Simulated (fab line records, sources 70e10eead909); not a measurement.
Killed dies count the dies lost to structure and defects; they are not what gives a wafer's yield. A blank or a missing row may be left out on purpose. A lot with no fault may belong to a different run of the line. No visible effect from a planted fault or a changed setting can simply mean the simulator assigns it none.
fab line records	flow nandHarc
[record] lots = 24	wafers = 72	lastDay = 24
route steps=1159 shown A_M1@1038 A_BONDPAD@1060
lots untouched by any fault: they come from a run of this same line in which no faults occurred
startH: the number of hours between the record's first day and the start of the first shown wafer of the lot	waitH: hours elapsed since this lot's preceding step	" the same as in the row above	L1.1+2: a row that stands for several wafers	- value missing, or start not given	* or withheld: withheld	< > ~ a bound
route shown NAME@n: a module of which the file shows steps, and the number in the route of the first	usual: mean and standard deviation over wafers with no fault	same: alike in all rows	chamber/n: place in a boat	sites: readings site by site	_std_site: standard deviation across them	_edge_site: the outer-site mean with the inner-site mean subtracted	radiusMm: for every site, how far away it sits from the centre of the wafer	mask NAME#n: copy n	behind: the tool/chamber that last shaped the wafer	hold: why the lot was held/for how many hours/how that ended	device: the transistor (n, p or np) that didn't switch	end of line: at the end of the route, the tests of the same wafers	where a step has no rows: the recipe by itself	killed: not the wafer's yield, but the dies lost to structure and defects at the first sort	map: a wafer's dies, marking killed ones x, the rest . and places with no die _
set.NAME: the setting as run; set.NAME@STEP: as run at that earlier step	model.NAME: the simulator's own value behind a step, which no gauge read
a sample of lots followed through the steps of the route, with each step as a table and each wafer as a row
services: the hour from which a tool's chamber was out of use, counted from the record's first day as startH (under 0 if before that day), plus the number of hours and why
[[steps]]
[step NHARC_A_M1_INSPECT_11]
[usual] rawDefectCount = 28/14
lot.wafer	tool	chamber	startH	waitH	rawDefectCount
L077.4	defectInspect-01	-	409.33	0.1	34
L077.5	"	-	"	"	28
L077.6	"	-	"	"	32
L074.1	defectInspect-02	-	416.16	0.0	22
L074.2	"	-	"	"	37
L074.4	"	-	"	"	29
L075.1	defectInspect-01	-	416.86	0.0	21
L075.4	"	-	"	"	24
L075.6	"	-	"	"	24
L079.3	defectInspect-02	-	417.05	0.0	15
L079.4	"	-	"	"	21
L079.5	"	-	"	"	24
L076.1	defectInspect-01	-	417.80	0.0	15
L076.4	"	-	"	"	15
L076.6	"	-	"	"	9
L078.2	defectInspect-02	-	418.44	0.0	22
L078.4	"	-	"	"	30
L078.6	"	-	"	"	21
L080.3	defectInspect-02	-	432.04	0.0	34
L080.4	"	-	"	"	29
L080.6	"	-	"	"	28
L081.1	defectInspect-02	-	440.87	0.0	27
L081.4	"	-	"	"	40
L081.5	"	-	"	"	39
L083.3	defectInspect-02	-	442.06	0.0	14
L083.4	"	-	"	"	21
L083.5	"	-	"	"	24
L082.1	defectInspect-01	-	443.12	0.0	14
L082.5	"	-	"	"	15
L082.6	"	-	"	"	14
L085.2	defectInspect-01	-	458.81	0.0	30
L085.4	"	-	"	"	17
L085.6	"	-	"	"	26
L084.1	defectInspect-02	-	459.59	0.0	27
L084.4	"	-	"	"	24
L084.5	"	-	"	"	31
L087.2	defectInspect-02	-	468.62	0.0	45
L087.5	"	-	"	"	48
L087.6	"	-	"	"	45
L086.2	defectInspect-02	-	473.80	0.0	10
L086.5	"	-	"	"	7
L086.6	"	-	"	"	7
L090.1	defectInspect-02	-	489.79	0.0	39
L090.2	"	-	"	"	25
L090.5	"	-	"	"	36
L089.1	defectInspect-01	-	492.50	0.0	36
L089.4	"	-	"	"	39
L089.5	"	-	"	"	34
L088.2	defectInspect-02	-	499.14	0.0	11
L088.4	"	-	"	"	17
L088.5	"	-	"	"	13
L091.3	defectInspect-02	-	504.28	0.0	16
L091.4	"	-	"	"	12
L091.5	"	-	"	"	13
L093.3	defectInspect-02	-	510.53	0.0	63
L093.5	"	-	"	"	53
L093.6	"	-	"	"	69
L092.3	defectInspect-02	-	511.49	0.0	71
L092.4	"	-	"	"	54
L092.6	"	-	"	"	63
L094.2	defectInspect-01	-	527.33	0.0	17
L094.3	"	-	"	"	24
L094.4	"	-	"	"	20
L096.3	defectInspect-02	-	527.91	0.0	35
L096.4	"	-	"	"	48
L096.5	"	-	"	"	58
L095.3	defectInspect-01	-	530.16	0.0	48
L095.4	"	-	"	"	42
L095.6	"	-	"	"	40
L097.3	defectInspect-01	-	533.04	0.0	26
L097.5	"	-	"	"	25
L097.6	"	-	"	"	25
[step NHARC_A_M1_CD_MEAS_16]
[usual] cdNm = 120.1/0.85
lot.wafer	tool	chamber	startH	waitH	cdNm
L077.4	cdSem-03	-	409.70	-	120.7
L077.5	"	-	"	"	120.1
L077.6	"	-	"	"	120.5
L074.1	cdSem-02	-	416.53	-	119.0
L074.2	"	-	"	"	120.2
L074.4	"	-	"	"	120.3
L075.1	cdSem-02	-	417.23	-	119.4
L075.4	"	-	"	"	119.6
L075.6	"	-	"	"	120.1
L079.3	cdSem-03	-	417.42	-	120.4
L079.4	"	-	"	"	120.2
L079.5	"	-	"	"	120.5
L076.1	cdSem-02	-	418.17	-	120.5
L076.4	"	-	"	"	119.3
L076.6	"	-	"	"	121.5
L078.2	cdSem-02	-	418.82	-	120.3
L078.4	"	-	"	"	120.5
L078.6	"	-	"	"	120.0
L080.3	cdSem-01	-	432.41	-	119.4
L080.4	"	-	"	"	120.4
L080.6	"	-	"	"	121.2
L081.1	cdSem-02	-	441.23	-	121.4
L081.4	"	-	"	"	122.0
L081.5	"	-	"	"	121.3
L083.3	cdSem-02	-	442.43	-	120.0
L083.4	"	-	"	"	119.8
L083.5	"	-	"	"	119.7
L082.1	cdSem-02	-	443.48	-	118.5
L082.5	"	-	"	"	120.3
L082.6	"	-	"	"	119.4
L085.2	cdSem-03	-	459.22	-	119.3
L085.4	"	-	"	"	118.7
L085.6	"	-	"	"	119.7
L084.1	cdSem-02	-	460.00	-	120.5
L084.4	"	-	"	"	120.4
L084.5	"	-	"	"	119.7
L087.2	cdSem-02	-	468.99	-	120.2
L087.5	"	-	"	"	120.3
L087.6	"	-	"	"	121.6
L086.2	cdSem-03	-	474.17	-	120.7
L086.5	"	-	"	"	120.2
L086.6	"	-	"	"	119.9
L090.1	cdSem-02	-	490.16	-	120.9
L090.2	"	-	"	"	120.7
L090.5	"	-	"	"	120.8
L089.1	cdSem-02	-	492.87	-	121.8
L089.4	"	-	"	"	122.0
L089.5	"	-	"	"	119.9
L088.2	cdSem-02	-	499.51	-	119.7
L088.4	"	-	"	"	120.8
L088.5	"	-	"	"	119.3
L091.3	cdSem-02	-	504.65	-	121.5
L091.4	"	-	"	"	119.6
L091.5	"	-	"	"	121.3
L093.3	cdSem-02	-	510.90	-	120.5
L093.5	"	-	"	"	119.3
L093.6	"	-	"	"	120.2
L092.3	cdSem-03	-	511.86	-	121.0
L092.4	"	-	"	"	119.9
L092.6	"	-	"	"	121.2
L094.2	cdSem-02	-	527.70	-	118.6
L094.3	"	-	"	"	118.8
L094.4	"	-	"	"	118.2
L096.3	cdSem-03	-	528.28	-	119.4
L096.4	"	-	"	"	119.7
L096.5	"	-	"	"	119.9
L095.3	cdSem-02	-	530.53	-	120.2
L095.4	"	-	"	"	119.4
L095.6	"	-	"	"	119.5
L097.3	cdSem-03	-	533.42	-	120.5
L097.5	"	-	"	"	120.4
L097.6	"	-	"	"	120.1
[step NHARC_A_M1_ETCH_28]
[recipe] targetDepthA = 300	overEtchFrac = 0.3	timeS = 72.99	ionEnergyEv = 150	cf4FlowSccm = 50	n2FlowSccm = 100	arFlowSccm = 150	rfW = 300	biasW = 100	chemistry = CF4/N2
[usual] drypumpMotorCurrentA = 5.7/0.48	oesProductAu = 1.000/0.011	rfVppV = 314.2/1.9	showerheadPlenumPTorr = 2.62/0.1	throttleValvePct = 19.794/0.0095
[same] overEtchFrac = 0.3	timeS = 72.99
lot.wafer	tool	chamber	startH	waitH	drypumpMotorCurrentA	oesProductAu	rfHoursCounterH	rfVppV	showerheadPlenumPTorr	throttleValvePct
L077.4	rieDiel-01	1	-	-	5.5	0.995	7	313.1	2.52	19.787
L077.6	"	0	"	"	5.2	1.011	-	315.1	2.67	19.776
L077.5	"	1	"	"	5.5	1.001	-	313.3	2.52	19.810
L074.2	rieDiel-08	0	-	-	5.8	1.009	8	317.3	2.75	19.788
L074.1	"	1	"	"	5.4	0.991	8	310.6	2.52	19.793
L074.4	"	2	"	"	6.2	0.981	7	311.0	2.47	19.785
L075.1	rieDiel-08	2	-	-	6.2	1.002	7	312.7	2.47	19.787
L075.4	"	0	"	"	5.8	1.001	8	316.9	2.74	19.787
L075.6	"	2	"	"	6.2	0.993	-	310.9	2.47	19.785
L079.3	rieDiel-01	1	-	-	5.5	1.005	8	312.9	2.52	19.812
L079.4	"	2	"	"	6.6	0.994	8	314.7	2.62	19.783
L079.5	"	1	"	"	5.5	1.004	-	313.2	2.52	19.789
L076.1	rieDiel-08	1	-	-	5.3	0.990	8	313.7	2.52	19.799
L076.4	"	3	"	"	6.4	0.984	8	314.4	2.66	19.791
L076.6	"	2	"	"	6.2	0.998	-	311.7	2.47	19.803
L078.4	rieDiel-13	3	-	-	5.1	1.004	3	315.0	2.64	19.782
L078.2	"	0	"	"	5.9	0.995	3	314.1	2.71	19.811
L078.6	"	3	"	"	5.1	1.008	-	314.6	2.64	19.800
L080.3	rieDiel-08	1	-	-	5.4	1.001	8	311.7	2.52	19.807
L080.6	"	2	"	"	6.2	1.000	-	311.7	2.47	19.802
L080.4	"	3	"	"	6.4	0.999	-	315.4	2.66	19.776
L081.1	rieDiel-13	2	-	-	5.3	1.013	4	317.1	2.80	19.801
L081.4	"	3	"	"	5.1	1.001	4	316.1	2.64	19.800
L081.5	"	2	"	"	5.3	1.007	-	318.0	2.80	19.802
L083.4	rieDiel-13	0	-	-	5.8	0.992	4	315.0	2.71	19.795
L083.3	"	2	"	"	5.3	1.000	4	318.1	2.80	19.795
L083.5	"	0	"	"	5.8	0.989	-	315.9	2.71	19.804
L082.1	rieDiel-13	1	-	-	5.2	0.997	4	312.2	2.55	19.774
L082.6	"	0	"	"	5.8	0.997	-	316.2	2.71	19.783
L082.5	"	1	"	"	5.2	0.993	-	313.6	2.55	19.784
L085.2	rieDiel-01	1	-	-	5.5	1.004	13	312.4	2.51	19.794
L085.4	"	2	"	"	6.6	1.000	12	314.8	2.62	19.789
L085.6	"	1	"	"	5.6	1.008	-	312.5	2.51	19.782
L084.4	rieDiel-01	0	-	-	5.2	1.010	12	314.0	2.67	19.797
L084.1	"	1	"	"	5.5	1.004	13	312.2	2.51	19.789
L084.5	"	0	"	"	5.2	1.016	-	315.7	2.67	19.800
L087.2	rieDiel-13	0	-	-	5.9	0.981	0	316.2	2.71	19.801
L087.6	"	1	"	"	5.2	0.987	-	313.3	2.55	19.784
L087.5	"	2	"	"	5.3	0.997	-	317.0	2.80	19.802
L086.2	rieDiel-13	2	-	-	5.3	1.001	0	316.6	2.80	19.785
L086.6	"	0	"	"	5.9	0.987	-	315.1	2.70	19.784
L086.5	"	1	"	"	5.2	0.979	-	312.9	2.55	19.803
L090.2	rieDiel-01	3	-	-	5.6	1.006	14	313.6	2.55	19.794
L090.1	"	2	"	"	6.6	0.999	14	313.9	2.62	19.790
L090.5	"	0	"	"	5.2	1.001	-	314.2	2.67	19.784
L089.4	rieDiel-08	2	-	-	6.2	0.993	1	311.9	2.46	19.795
L089.1	"	3	"	"	6.4	0.998	1	315.5	2.66	19.786
L089.5	"	2	"	"	6.2	0.998	-	311.1	2.46	19.779
L088.2	rieDiel-13	0	-	-	5.8	0.971	1	315.5	2.71	19.796
L088.4	"	2	"	"	5.3	0.992	1	317.7	2.80	19.803
L088.5	"	0	"	"	5.8	0.979	-	316.3	2.70	19.798
L091.3	rieDiel-08	3	-	-	6.4	1.015	1	315.3	2.66	19.787
L091.4	"	0	"	"	5.8	1.018	2	316.8	2.74	19.780
L091.5	"	2	"	"	6.2	1.009	-	313.2	2.46	19.803
L093.3	rieDiel-08	0	-	-	5.8	1.016	2	317.0	2.74	19.784
L093.5	"	3	"	"	6.4	1.000	-	315.2	2.65	19.784
L093.6	"	0	"	"	5.8	1.015	-	316.5	2.74	19.775
L092.4	rieDiel-13	1	-	-	5.2	0.986	1	312.6	2.55	19.769
L092.3	"	2	"	"	5.3	1.009	1	316.4	2.80	19.805
L092.6	"	2	"	"	5.3	1.009	-	317.2	2.80	19.788
L094.2	rieDiel-08	2	-	-	6.2	1.001	3	311.6	2.46	19.790
L094.4	"	3	"	"	6.4	0.990	3	315.1	2.65	19.795
L094.3	"	1	"	"	5.3	1.001	3	313.5	2.51	19.813
L096.3	rieDiel-08	3	-	-	6.4	0.999	3	315.0	2.65	19.794
L096.4	"	1	"	"	5.4	1.007	3	313.1	2.51	19.785
L096.5	"	3	"	"	6.4	1.003	-	313.7	2.65	19.797
L095.4	rieDiel-08	0	-	-	5.8	1.005	3	317.2	2.74	19.783
L095.3	"	3	"	"	6.5	0.990	3	314.4	2.65	19.805
L095.6	"	1	"	"	5.4	1.007	-	312.5	2.51	19.782
L097.3	rieDiel-13	3	-	-	5.1	0.993	2	314.7	2.64	19.784
L097.5	"	3	"	"	5.1	1.003	-	314.5	2.64	19.789
L097.6	"	0	"	"	5.8	0.998	-	316.7	2.71	19.792
[step NHARC_A_BONDPAD_CMP_29]
[recipe] targetThkNm = 200	material = SiCN
[usual] motorCurrentA = 12.5/1	retainingRingPressureFrac = 1.001/0.0052
lot.wafer	tool	chamber	startH	waitH	motorCurrentA	retainingRingPressureFrac
L077.4	cmp-04	1	413.08	-	11.3	0.990
L077.5	"	1	"	"	10.8	0.996
L077.6	"	2	"	"	14.3	0.994
L074.2	cmp-04	0	419.91	-	12.6	1.003
L074.4	"	1	"	"	11.6	1.001
L074.1	"	3	"	"	13.5	0.999
L075.1	cmp-03	0	420.65	-	11.6	1.002
L075.4	"	1	"	"	12.8	0.996
L075.6	"	3	"	"	12.6	1.001
L079.4	cmp-02	1	420.83	-	12.6	1.002
L079.3	"	0	"	"	12.8	0.986
L079.5	"	1	"	"	11.9	1.000
L076.1	cmp-04	2	422.70	-	13.9	0.998
L076.4	"	1	"	"	11.8	0.998
L076.6	"	2	"	"	14.8	0.994
L078.4	cmp-04	2	423.22	-	14.7	1.004
L078.2	"	3	"	"	14.0	0.997
L078.6	"	1	"	"	12.0	1.002
L080.3	cmp-04	0	436.14	-	12.1	1.006
L080.4	"	1	"	"	11.7	1.005
L080.6	"	1	"	"	11.3	0.998
L081.1	cmp-03	1	444.63	-	12.6	0.991
L081.4	"	2	"	"	12.8	1.001
L081.5	"	1	"	"	13.4	0.997
L083.4	cmp-04	3	445.84	-	13.8	1.001
L083.3	"	1	"	"	11.4	0.998
L083.5	"	3	"	"	12.9	0.996
L082.1	cmp-04	3	446.99	-	14.2	1.006
L082.5	"	3	"	"	13.8	1.005
L082.6	"	0	"	"	12.4	0.998
L085.2	cmp-02	1	462.58	-	12.4	0.994
L085.4	"	3	"	"	10.3	1.000
L085.6	"	1	"	"	11.9	1.006
L084.1	cmp-02	3	463.49	-	10.0	1.007
L084.4	"	0	"	"	12.9	0.988
L084.5	"	1	"	"	12.2	1.003
L087.2	cmp-03	0	472.64	-	11.8	1.002
L087.5	"	2	"	"	13.2	0.999
L087.6	"	3	"	"	12.0	0.998
L086.2	cmp-02	1	477.96	-	12.5	0.993
L086.6	"	1	"	"	12.3	0.994
L086.5	"	2	"	"	11.7	0.996
L090.1	cmp-03	3	493.59	-	12.3	1.004
L090.2	"	0	"	"	11.4	1.008
L090.5	"	2	"	"	12.6	1.009
L089.4	cmp-02	2	496.25	-	11.9	1.000
L089.1	"	1	"	"	13.0	0.996
L089.5	"	3	"	"	10.2	0.990
L088.2	cmp-02	3	502.90	-	10.5	1.010
L088.4	"	0	"	"	12.2	1.004
L088.5	"	0	"	"	12.0	0.997
L091.4	cmp-03	3	508.13	-	12.3	1.004
L091.3	"	0	"	"	11.4	0.997
L091.5	"	3	"	"	11.8	0.997
L093.3	cmp-04	3	514.35	-	13.5	1.002
L093.5	"	3	"	"	13.8	1.004
L093.6	"	0	"	"	11.7	1.010
L092.4	cmp-02	2	515.31	-	11.8	0.987
L092.3	"	3	"	"	10.5	1.002
L092.6	"	1	"	"	12.7	1.001
L094.4	cmp-04	0	531.09	-	11.8	1.001
L094.3	"	1	"	"	11.3	0.994
L094.2	"	3	"	"	13.3	1.003
L096.3	cmp-02	1	531.69	-	12.9	1.013
L096.4	"	2	"	"	12.2	0.995
L096.5	"	1	"	"	11.4	1.006
L095.3	cmp-04	3	533.92	-	13.7	1.007
L095.4	"	2	"	"	14.7	1.006
L095.6	"	0	"	"	12.0	1.002
L097.3	cmp-03	1	537.29	-	12.4	0.995
L097.5	"	1	"	"	13.3	1.008
L097.6	"	2	"	"	12.8	1.005
[step NHARC_A_BONDPAD_THK_MEAS_30]
[recipe] thkMeasGauge = ellipsometry
[usual] thkNm = 199.5/1.5
lot.wafer	tool	chamber	startH	waitH	thkNm
L077.4	filmMetro-02	-	413.33	0.2	198.1
L077.5	"	-	"	"	200.5
L077.6	"	-	"	"	198.0
L074.1	filmMetro-02	-	420.16	0.1	202.3
L074.2	"	-	"	"	198.8
L074.4	"	-	"	"	200.9
L075.1	filmMetro-01	-	420.88	0.2	200.1
L075.4	"	-	"	"	200.3
L075.6	"	-	"	"	198.1
L079.3	filmMetro-02	-	421.08	0.2	199.2
L079.4	"	-	"	"	197.5
L079.5	"	-	"	"	198.9
L076.1	filmMetro-01	-	422.95	0.2	199.4
L076.4	"	-	"	"	199.8
L076.6	"	-	"	"	199.4
L078.2	filmMetro-02	-	423.42	0.2	200.5
L078.4	"	-	"	"	198.2
L078.6	"	-	"	"	201.8
L080.3	filmMetro-02	-	436.39	0.2	200.9
L080.4	"	-	"	"	200.9
L080.6	"	-	"	"	201.5
L081.1	filmMetro-02	-	444.88	0.2	199.1
L081.4	"	-	"	"	195.7
L081.5	"	-	"	"	199.0
L083.3	filmMetro-01	-	446.06	0.2	199.8
L083.4	"	-	"	"	198.5
L083.5	"	-	"	"	200.1
L082.1	filmMetro-02	-	447.24	0.2	201.6
L082.5	"	-	"	"	200.7
L082.6	"	-	"	"	198.2
L085.2	filmMetro-02	-	462.83	0.2	198.1
L085.4	"	-	"	"	201.0
L085.6	"	-	"	"	199.1
L084.1	filmMetro-02	-	463.69	0.2	197.8
L084.4	"	-	"	"	198.5
L084.5	"	-	"	"	197.2
L087.2	filmMetro-01	-	472.84	0.2	199.9
L087.5	"	-	"	"	198.5
L087.6	"	-	"	"	198.1
L086.2	filmMetro-01	-	478.21	0.2	201.5
L086.5	"	-	"	"	198.9
L086.6	"	-	"	"	199.1
L090.1	filmMetro-02	-	493.79	0.2	197.3
L090.2	"	-	"	"	197.4
L090.5	"	-	"	"	198.4
L089.1	filmMetro-01	-	496.50	0.1	198.5
L089.4	"	-	"	"	200.6
L089.5	"	-	"	"	200.4
L088.2	filmMetro-01	-	503.15	0.2	199.0
L088.4	"	-	"	"	199.5
L088.5	"	-	"	"	198.4
L091.3	filmMetro-01	-	508.36	0.2	197.4
L091.4	"	-	"	"	199.0
L091.5	"	-	"	"	199.5
L093.3	filmMetro-01	-	514.61	0.2	200.7
L093.5	"	-	"	"	202.2
L093.6	"	-	"	"	198.7
L092.3	filmMetro-02	-	515.51	0.2	199.4
L092.4	"	-	"	"	199.9
L092.6	"	-	"	"	199.2
L094.2	filmMetro-01	-	531.34	0.1	201.9
L094.3	"	-	"	"	203.9
L094.4	"	-	"	"	200.1
L096.3	filmMetro-01	-	531.94	0.2	200.8
L096.4	"	-	"	"	199.7
L096.5	"	-	"	"	199.9
L095.3	filmMetro-01	-	534.17	0.2	199.9
L095.4	"	-	"	"	200.1
L095.6	"	-	"	"	200.0
L097.3	filmMetro-02	-	537.54	0.2	201.7
L097.5	"	-	"	"	201.6
L097.6	"	-	"	"	201.3
[step NHARC_A_BONDPAD_ETCH_12]
[recipe] targetDepthA = 2200	timeS = 110	chf3FlowSccm = 50	o2FlowSccm = 10	arFlowSccm = 200	rfW = 500	biasW = 200	chemistry = CHF3/O2
[usual] drypumpMotorCurrentA = 5.8/0.32	oesProductAu = 0.948/0.022	rfVppV = 369.2/1.8	showerheadPlenumPTorr = 2.33/0.067	throttleValvePct = 20.571/0.0081
[same] timeS = 110
lot.wafer	tool	chamber	startH	waitH	drypumpMotorCurrentA	oesProductAu	rfHoursCounterH	rfVppV	showerheadPlenumPTorr	throttleValvePct
L077.4	rieDiel-04	1	-	-	5.6	0.936	4	370.9	2.39	20.590
L077.5	"	0	"	"	6.3	0.924	-	367.1	2.30	20.563
L077.6	"	1	"	"	5.6	0.917	-	371.2	2.39	20.570
L074.2	rieDiel-04	1	-	-	5.6	0.949	4	370.8	2.39	20.566
L074.4	"	2	"	"	5.5	0.954	5	368.0	2.24	20.560
L074.1	"	0	"	"	6.3	0.945	4	368.2	2.30	20.573
L075.1	rieDiel-04	1	-	-	5.6	0.953	5	369.0	2.39	20.562
L075.4	"	2	"	"	5.5	0.958	5	367.4	2.24	20.570
L075.6	"	2	"	"	5.5	0.964	-	367.6	2.24	20.569
L079.3	rieDiel-04	3	-	-	6.0	0.947	5	369.4	2.34	20.584
L079.4	"	2	"	"	5.5	0.940	5	369.1	2.24	20.576
L079.5	"	3	"	"	6.0	0.938	-	369.1	2.34	20.569
L076.4	rieDiel-04	3	-	-	6.0	0.930	5	370.7	2.34	20.572
L076.1	"	1	"	"	5.6	0.932	5	371.1	2.38	20.569
L076.6	"	0	"	"	6.2	0.929	-	367.2	2.30	20.576
L078.2	rieDiel-04	3	-	-	6.0	0.946	6	367.7	2.34	20.559
L078.4	"	1	"	"	5.6	0.942	5	370.6	2.38	20.561
L078.6	"	3	"	"	6.0	0.949	-	368.7	2.34	20.574
L080.3	rieDiel-04	0	-	-	6.3	0.966	6	369.4	2.30	20.568
L080.4	"	1	"	"	5.6	0.978	5	371.6	2.39	20.570
L080.6	"	0	"	"	6.3	0.973	-	368.7	2.30	20.563
L081.1	rieDiel-04	1	-	-	5.6	0.926	6	370.5	2.38	20.573
L081.4	"	2	"	"	5.5	0.929	6	366.9	2.24	20.574
L081.5	"	1	"	"	5.6	0.922	-	370.4	2.38	20.564
L083.3	rieDiel-04	3	-	-	5.9	0.966	6	367.8	2.34	20.575
L083.4	"	1	"	"	5.6	0.948	6	370.9	2.38	20.582
L083.5	"	3	"	"	5.9	0.983	-	370.5	2.34	20.568
L082.1	rieDiel-04	0	-	-	6.3	0.928	6	366.5	2.30	20.571
L082.6	"	0	"	"	6.3	0.915	-	369.1	2.30	20.580
L082.5	"	1	"	"	5.6	0.934	-	369.6	2.38	20.579
L085.4	rieDiel-04	0	-	-	6.3	0.916	6	368.9	2.30	20.573
L085.2	"	2	"	"	5.5	0.944	7	367.3	2.24	20.573
L085.6	"	1	"	"	5.6	0.910	-	369.8	2.38	20.572
L084.1	rieDiel-04	2	-	-	5.4	0.966	7	367.8	2.24	20.562
L084.4	"	3	"	"	6.0	0.958	7	369.5	2.34	20.557
L084.5	"	3	"	"	6.0	0.960	-	368.7	2.34	20.567
L087.2	rieDiel-06	3	-	-	6.1	0.930	20	370.1	2.41	20.569
L087.5	"	0	"	"	5.6	0.917	-	375.0	2.59	20.559
L087.6	"	1	"	"	6.0	0.910	-	368.5	2.30	20.572
L086.2	rieDiel-04	3	-	-	5.9	0.986	0	369.5	2.34	20.569
L086.5	"	0	"	"	6.3	0.996	-	367.8	2.30	20.576
L086.6	"	1	"	"	5.6	0.954	-	370.1	2.38	20.580
L090.1	rieDiel-06	1	-	-	6.1	0.901	26	369.0	2.30	20.576
L090.2	"	2	"	"	5.0	0.928	25	371.6	2.43	20.569
L090.5	"	3	"	"	6.0	0.917	-	372.1	2.40	20.577
L089.1	rieDiel-04	3	-	-	6.0	0.981	1	368.7	2.34	20.572
L089.4	"	1	"	"	5.6	0.963	1	368.4	2.38	20.555
L089.5	"	2	"	"	5.5	0.981	-	366.5	2.24	20.571
L088.2	rieDiel-04	1	-	-	5.6	0.945	1	370.3	2.38	20.564
L088.4	"	3	"	"	6.0	0.971	-	367.5	2.34	20.563
L088.5	"	0	"	"	6.3	0.962	-	366.7	2.30	20.567
L091.3	rieDiel-04	0	-	-	6.3	0.963	1	368.3	2.30	20.571
L091.5	"	3	"	"	6.0	0.976	-	369.1	2.34	20.571
L091.4	"	0	"	"	6.2	0.975	-	367.2	2.30	20.576
L093.3	rieDiel-04	3	-	-	6.0	0.951	2	369.8	2.34	20.585
L093.5	"	1	"	"	5.6	0.931	-	371.3	2.38	20.582
L093.6	"	0	"	"	6.3	0.950	-	367.5	2.30	20.566
L092.3	rieDiel-04	0	-	-	6.3	0.981	2	370.6	2.30	20.574
L092.4	"	0	"	"	6.3	0.971	-	369.5	2.30	20.579
L092.6	"	1	"	"	5.6	0.963	-	370.0	2.38	20.577
L094.2	rieDiel-04	1	-	-	5.6	0.949	2	371.8	2.38	20.569
L094.3	"	2	"	"	5.4	0.967	1	367.3	2.24	20.572
L094.4	"	1	"	"	5.6	0.963	-	370.2	2.38	20.582
L096.3	rieDiel-04	2	-	-	5.5	0.962	1	366.6	2.24	20.575
L096.4	"	3	"	"	6.0	0.969	-	369.4	2.34	20.562
L096.5	"	2	"	"	5.5	0.965	-	367.4	2.24	20.563
L095.3	rieDiel-04	3	-	-	6.0	0.933	3	369.1	2.34	20.568
L095.4	"	3	"	"	6.0	0.940	-	369.3	2.34	20.573
L095.6	"	1	"	"	5.6	0.918	-	369.8	2.38	20.566
L097.3	rieDiel-04	1	-	-	5.6	0.920	3	368.7	2.38	20.582
L097.6	"	3	"	"	6.0	0.935	-	371.1	2.34	20.567
L097.5	"	0	"	"	6.3	0.929	-	369.1	2.30	20.560
[[services]]
tool	chamber	startH	hours	kind
rieDiel-13	-	389.33	7.8	repair
cmp-03	-	389.66	1.8	repair
cmp-04	-	399.08	4.0	pm
cmp-02	-	412.07	1.5	repair
cmp-03	-	414.41	1.9	repair
cmp-02	-	422.50	4.0	pm
rieDiel-08	2	424.75	5.9	repair
cmp-03	-	424.98	4.0	pm
cmp-02	-	427.14	0.9	repair
rieDiel-13	3	427.80	3.1	repair
rieDiel-08	0	431.36	5.8	repair
rieDiel-13	-	453.00	9.0	pm
rieDiel-08	0	453.09	8.0	repair
rieDiel-04	3	455.45	2.4	repair
cmp-03	-	460.69	6.4	repair
rieDiel-04	-	465.92	9.0	pm
rieDiel-08	-	478.81	9.0	pm
cmp-04	-	486.84	1.7	repair
cmp-04	-	497.13	4.0	pm
rieDiel-04	2	501.56	16.4	repair
cmp-02	-	506.15	0.6	repair
cmp-02	-	520.50	4.0	pm
rieDiel-08	-	526.29	0.5	repair
rieDiel-04	0	529.91	6.0	repair
[[key]]
fault none
